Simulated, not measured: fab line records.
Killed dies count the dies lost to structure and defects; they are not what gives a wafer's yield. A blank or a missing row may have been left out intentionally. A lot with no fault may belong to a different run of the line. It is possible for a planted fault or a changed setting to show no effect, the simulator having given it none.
Split-lot trial | flow n5 finfet | 21 wafers read from 7 lots, route of 1938 steps

## ABOUT THE SPLIT
At N5_BEOL_M8_COAT_59 (time 60 s, resist thk 100 nm), the setting spin rpm was moved away from the recipe's 1500 rpm on 7 of the 21 wafers read, by -4.6% to +9.0%. The other wafers ran this setting at the recipe's value.

## FROM THE SPLIT TO THE READING: what the file shows between them, 5 steps
- N5_BEOL_M8_DESCUM_16: chemistry O2, time 7.9 s (also split here: time s)
- N5_BEOL_M8_ETCH_61: etches SiARC in CF4, target depth 45.5 nm, time 75.8 s
- N5_BEOL_M8_ETCH_62: etches SOC in N2/H2, target depth 110 nm, overetch 22 nm, time 165 s
- N5_BEOL_M8_STRIP_68: strips in N2/H2
- N5_BEOL_M8_STRIP_67: strips in CF4

## THE READING
SOC_of_BEOL_M8_COAT_59.thk nm (the simulator's own value, which no gauge read), in nm, at N5_BEOL_M8_HM_OPEN_17 (chemistry Cl2/BCl3, target TiN, target depth 20 nm, overetch 6 nm). There is no usual value for it anywhere in the file. Here, 14 wafers ran the recipe; their average is 92.2 nm with a standard deviation of 0.23 nm.

wafer  | tool, chamber at the split | spin rpm as run, rpm | against the recipe | SOC_of_BEOL_M8_COAT_59.thk nm, nm | against lot-mates on the recipe
L075.1 | litho track-02, 0          | 1431                 | -4.6%              | 94.6                              | +2.4
L075.4 | litho track-02, 0          | 1500                 | recipe             | 92.2                              | -
L075.5 | litho track-02, 0          | 1431                 | -4.6%              | 95                                | +2.8
L076.1 | litho track-04, 0          | 1500                 | recipe             | 92.4                              | -
L076.4 | litho track-04, 0          | 1500                 | recipe             | 92.2                              | -
L076.5 | litho track-04, 0          | 1635                 | +9.0%              | 88.2                              | -4.1
L084.1 | litho track-01, 0          | 1573                 | +4.9%              | 90.2                              | -2.3
L084.4 | litho track-01, 0          | 1500                 | recipe             | 92.6                              | -
L084.5 | litho track-01, 0          | 1500                 | recipe             | 92.4                              | -
L091.3 | litho track-02, 0          | 1500                 | recipe             | 92.2                              | -
L091.4 | litho track-02, 0          | 1500                 | recipe             | 92                                | -
L091.5 | litho track-02, 0          | 1500                 | recipe             | 91.8                              | -
L094.1 | litho track-01, 0          | 1592                 | +6.1%              | 89.2                              | -3.2
L094.4 | litho track-01, 0          | 1500                 | recipe             | 92.4                              | -
L094.6 | litho track-01, 0          | 1592                 | +6.1%              | 89.6                              | -2.8
L097.1 | litho track-04, 0          | 1553                 | +3.5%              | 90.8                              | -1.5
L097.2 | litho track-04, 0          | 1500                 | recipe             | 92.2                              | -
L097.3 | litho track-04, 0          | 1500                 | recipe             | 92.4                              | -
L095.1 | litho track-01, 0          | 1500                 | recipe             | 92.2                              | -
L095.2 | litho track-01, 0          | 1500                 | recipe             | 91.8                              | -
L095.5 | litho track-01, 0          | 1500                 | recipe             | 92                                | -

FIT RESULTS
A straight line over all 21 wafers: SOC_of_BEOL_M8_COAT_59.thk nm changes by -0.472 nm for each +1% of spin rpm; r = -0.99; the points scatter about the line by 0.26 nm.
The same after taking each lot's own level away (the mean of its wafers on the recipe; 21 wafers): -0.492 nm for each +1%; r = -0.99; scatter 0.19 nm.
That fit puts the effect of the largest move of spin rpm on the reading at 4.4 nm.
From 92.00 to 92.50 nm: that is the span of the lots' own levels, equal to 2.2 times the standard deviation above.
The two slopes are in agreement: the lot-to-lot level therefore moves the slope only a little.
Check: -4.5 nm against its lot-mates is what the line predicts for one of the wafers moved furthest among these (+9.0%) when that wafer is left out of the fit. It came out at -4.1 nm against them.

## THE OTHER SPLITS THESE WAFERS WENT THROUGH
Note: prior to the reading, these wafers also went through further splits. Each is held against what the fit with the lots' levels taken away leaves over:
other split on the same wafers | wafers away from the commonest value | r with SOC_of_BEOL_M8_COAT_59.thk nm (lot level and that fit taken away)
N5_BEOL_M7_ILD_DEP_00 time s   | 9                                    | -0.40
N5_BEOL_M7_DESCUM_33 time s    | 9                                    | +0.02
N5_BEOL_M8_DESCUM_16 time s    | 5                                    | -0.23

## THE WHOLE CHAIN: every reading that the file lists as answering this split, in the file's order
step                  | what it does                                                         | reading                                                                        | change (the file's fit)               | r (the file's)
N5_BEOL_M8_COAT_59    | time 60 s, resist thk 100 nm                                         | SOC_of_BEOL_M8_COAT_59.thk nm (the simulator's own value, which no gauge read) | -0.469 nm for each +1% of the setting | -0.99
N5_BEOL_M8_ETCH_62    | etches SOC in N2/H2, target depth 110 nm, overetch 22 nm, time 165 s | etch.depth nm (the simulator's own value, which no gauge read)                 | -0.47 nm for each +1% of the setting  | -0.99
N5_BEOL_M8_HM_OPEN_17 | chemistry Cl2/BCl3, target TiN, target depth 20 nm, overetch 6 nm    | SOC_of_BEOL_M8_COAT_59.thk nm (the simulator's own value, which no gauge read) | -0.476 nm for each +1% of the setting | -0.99

## THE FILE'S OWN FIT
SOC_of_BEOL_M8_COAT_59.thk nm changes by -0.476 nm for each +1% of spin rpm, r = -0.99.
